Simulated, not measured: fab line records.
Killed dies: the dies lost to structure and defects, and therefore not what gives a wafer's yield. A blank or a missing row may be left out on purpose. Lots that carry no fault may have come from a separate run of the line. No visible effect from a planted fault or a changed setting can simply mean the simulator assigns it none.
Chamber matching    flow nand_harc    rie_diel-08 running NHARC_P_M1_DESCUM_14: 4 sister chambers
The step chemistry O2, time 3 s. 7 wafers are shown with their chamber, then 7 later ones without.

WAFERS PAIRED WITH THEIR CHAMBERS
wafer   chamber  drypump_motor_current_A (A)  rf_vpp_V (V)
L079.2  1        5.5                          60.2
L081.5  1        5.6                          57.9
L090.2  0        5.9                          57.0
L090.5  2        5.2                          58.3
L090.6  3        5.5                          57.1
L092.1  2        5.2                          57.0
L092.3  0        5.9                          57.9

WAFERS WHOSE CHAMBER IS MISSING
wafer   drypump_motor_current_A (A)  rf_vpp_V (V)
L092.4  5.6                          57.8
L091.2  5.5                          58.2
L091.3  5.3                          58.0
L091.6  5.8                          57.4
L097.2  5.2                          57.8
L097.4  5.2                          58.6
L097.6  5.6                          59.2

WHICH CHAMBER EACH ONE RAN IN
wafer   from the rows above      in truth
L092.4  can't be placed: 1 or 3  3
L091.2  can't be placed: 3 or 1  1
L091.3  2                        2
L091.6  0                        0
L097.2  2                        2
L097.4  2                        2
L097.6  can't be placed: 1 or 3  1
Placed correctly: 4 of 7. Can't be placed from these rows: 3 (the true chamber is among the candidates in 3). Number placed wrongly: 0.
How it was worked out, from the rows above alone: a wafer's distance from a chamber is the root of the sum, over the readings, of the square of ((its reading less the chamber's mean) divided by the reading's scatter). If the next closest chamber is less than 2 further off than the closest, the wafer can't be placed; otherwise it belongs to the closest. For every chamber, the mean is computed from those of its wafers that are shown. The scatter: take each reading less its chamber's mean, square it, sum over the shown wafers, divide by the number of wafers less the number of chambers, and take the root.
